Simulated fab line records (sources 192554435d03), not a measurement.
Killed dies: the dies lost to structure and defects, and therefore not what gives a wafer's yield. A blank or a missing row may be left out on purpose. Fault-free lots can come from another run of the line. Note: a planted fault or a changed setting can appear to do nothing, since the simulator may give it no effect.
Chamber matching / flow n5-finfet / N5_BEOL_M11_CURE_71 on uv-cure-01 has 3 sister chambers
The step cures SiCOH lowk, time 240 s. 3 wafers are shown with their chamber, then 9 later ones without.

## EACH WAFER AND ITS CHAMBER
wafer=L075.6 chamber=0 wafer_temp_C_max=386.1
wafer=L085.6 chamber=1 wafer_temp_C_max=387.2
wafer=L087.6 chamber=2 wafer_temp_C_max=387.4

## WAFERS WHOSE CHAMBER IS MISSING
wafer=L079.1 wafer_temp_C_max=386.1
wafer=L079.2 wafer_temp_C_max=386.6
wafer=L079.6 wafer_temp_C_max=386.4
wafer=L096.1 wafer_temp_C_max=387.6
wafer=L096.3 wafer_temp_C_max=387.3
wafer=L096.6 wafer_temp_C_max=388.1
wafer=L095.1 wafer_temp_C_max=387.0
wafer=L095.4 wafer_temp_C_max=388.8
wafer=L095.6 wafer_temp_C_max=387.9

## CHAMBER TAKEN BY EACH
wafer=L079.1; from the rows above=can't be placed: 0 or 1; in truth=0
wafer=L079.2; from the rows above=can't be placed: 0 or 1 or 2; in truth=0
wafer=L079.6; from the rows above=can't be placed: 0 or 1 or 2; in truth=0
wafer=L096.1; from the rows above=can't be placed: 2 or 1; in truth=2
wafer=L096.3; from the rows above=can't be placed: 2 or 1 or 0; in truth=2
wafer=L096.6; from the rows above=can't be placed: 2 or 1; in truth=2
wafer=L095.1; from the rows above=can't be placed: 1 or 2 or 0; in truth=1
wafer=L095.4; from the rows above=can't be placed: 2 or 1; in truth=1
wafer=L095.6; from the rows above=can't be placed: 2 or 1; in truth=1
Correctly placed: 0 of 9. Unplaceable from these rows: 9, with the true chamber sitting among the candidates in 9. 0 placed wrongly.
How it was worked out, from the rows above alone: a wafer's distance from a chamber is the root of the sum, over the readings, of the square of ((its reading less the chamber's mean) divided by the reading's scatter). The wafer belongs to the nearest chamber; if the next one is less than 2 further off, it can't be placed. A chamber's mean is the mean of its shown wafers. The scatter (one wafer shown for each chamber): square how far every hidden wafer sits from the nearest shown wafer, average those squares and take the square root.
